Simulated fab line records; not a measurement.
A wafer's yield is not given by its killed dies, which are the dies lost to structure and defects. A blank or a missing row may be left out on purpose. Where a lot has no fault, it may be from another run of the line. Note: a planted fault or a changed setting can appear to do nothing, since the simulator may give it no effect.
The tool behind it: which one? / flow nand_harc / 24 lots (72 wafers sampled), 1 step of a 1159-step route

## WHAT THE GAUGES SHOWED, per wafer
NHARC_A_CHANNEL_HOLE_D1_CD_MEAS_30. Usual: 89.7 nm for cd_nm, sd 1.7.
lot=L074; measured=day 8 22:50; on=cd_sem-03; cd_nm (nm)=89.0 86.9 89.2; flag=
lot=L075; measured=day 8 23:20; on=cd_sem-01; cd_nm (nm)=93.9 91.5 93.3; flag=
lot=L076; measured=day 9 03:02; on=cd_sem-01; cd_nm (nm)=88.3 89.6 89.0; flag=
lot=L077; measured=day 9 11:03; on=cd_sem-02; cd_nm (nm)=91.3 88.2 89.9; flag=
lot=L078; measured=day 9 11:50; on=cd_sem-01; cd_nm (nm)=86.2 88.9 86.4; flag=
lot=L079; measured=day 9 15:13; on=cd_sem-01; cd_nm (nm)=89.4 87.9 87.0; flag=
lot=L080; measured=day 9 15:58; on=cd_sem-02; cd_nm (nm)=88.7 88.4 89.0; flag=
lot=L082; measured=day 10 02:56; on=cd_sem-02; cd_nm (nm)=90.0 89.3 89.2; flag=
lot=L081; measured=day 10 03:08; on=cd_sem-02; cd_nm (nm)=88.8 89.5 86.6; flag=
lot=L083; measured=day 11 01:34; on=cd_sem-02; cd_nm (nm)=92.1 91.8 92.6; flag=
lot=L085; measured=day 11 04:25; on=cd_sem-01; cd_nm (nm)=89.8 89.0 90.1; flag=
lot=L084; measured=day 11 05:43; on=cd_sem-03; cd_nm (nm)=89.5 89.0 89.7; flag=
lot=L086; measured=day 11 17:10; on=cd_sem-02; cd_nm (nm)=89.8 89.6 88.3; flag=
lot=L087; measured=day 11 18:25; on=cd_sem-02; cd_nm (nm)=91.5 91.0 89.6; flag=
lot=L088; measured=day 11 21:19; on=cd_sem-03; cd_nm (nm)=89.7 89.9 90.3; flag=
lot=L089; measured=day 12 11:47; on=cd_sem-03; cd_nm (nm)=87.8 88.3 87.2; flag=
lot=L090; measured=day 12 12:15; on=cd_sem-02; cd_nm (nm)=89.0 92.9 93.3; flag=
lot=L091; measured=day 12 21:28; on=cd_sem-02; cd_nm (nm)=89.3 92.8 89.5; flag=
lot=L092; measured=day 12 23:13; on=cd_sem-03; cd_nm (nm)=93.4 89.7 89.9; flag=
lot=L093; measured=day 13 09:09; on=cd_sem-01; cd_nm (nm)=89.2 89.7 88.3; flag=
lot=L094; measured=day 13 09:48; on=cd_sem-01; cd_nm (nm)=90.6 88.8 90.1; flag=
lot=L096; measured=day 14 00:45; on=cd_sem-01; cd_nm (nm)=88.9 91.3 88.6; flag=
lot=L095; measured=day 14 04:55; on=cd_sem-03; cd_nm (nm)=88.0 92.6 91.5; flag=
lot=L097; measured=day 14 14:14; on=cd_sem-01; cd_nm (nm)=89.4 90.8 92.0; flag=

## WHAT TOOL EACH LOT RAN ON (gives the tool, then ch and the chambers of the sampled wafers, and finally the start)
There is no process step in the record ahead of these readings.

## AS READ BY THE TOOLS THEMSELVES (means over the sampled wafers that have a number; for cases with no such wafer, the mark the record gives instead)
The record holds no such reading with a usual standard deviation.

## THE ANSWER, worked out from the rows above alone
Rule: a lot counts as off when the mean over its wafers that have a number is more than 3 standard deviations away from the usual mean. A lot without any number at a reading at which 4 lots or more have one is off too. The other lots that the step has rows for count as sound. After the gauges, taken in route order, come the tools' own readings; for these a lot's mean is taken, as printed above. The first step at which some lot is off is used, and at that step the reading that is off furthest; a lot without a number counts as furthest.
None of the lots is off at any reading shown; this tells nothing.

## WHAT THE SIMULATOR HAD PUT IN
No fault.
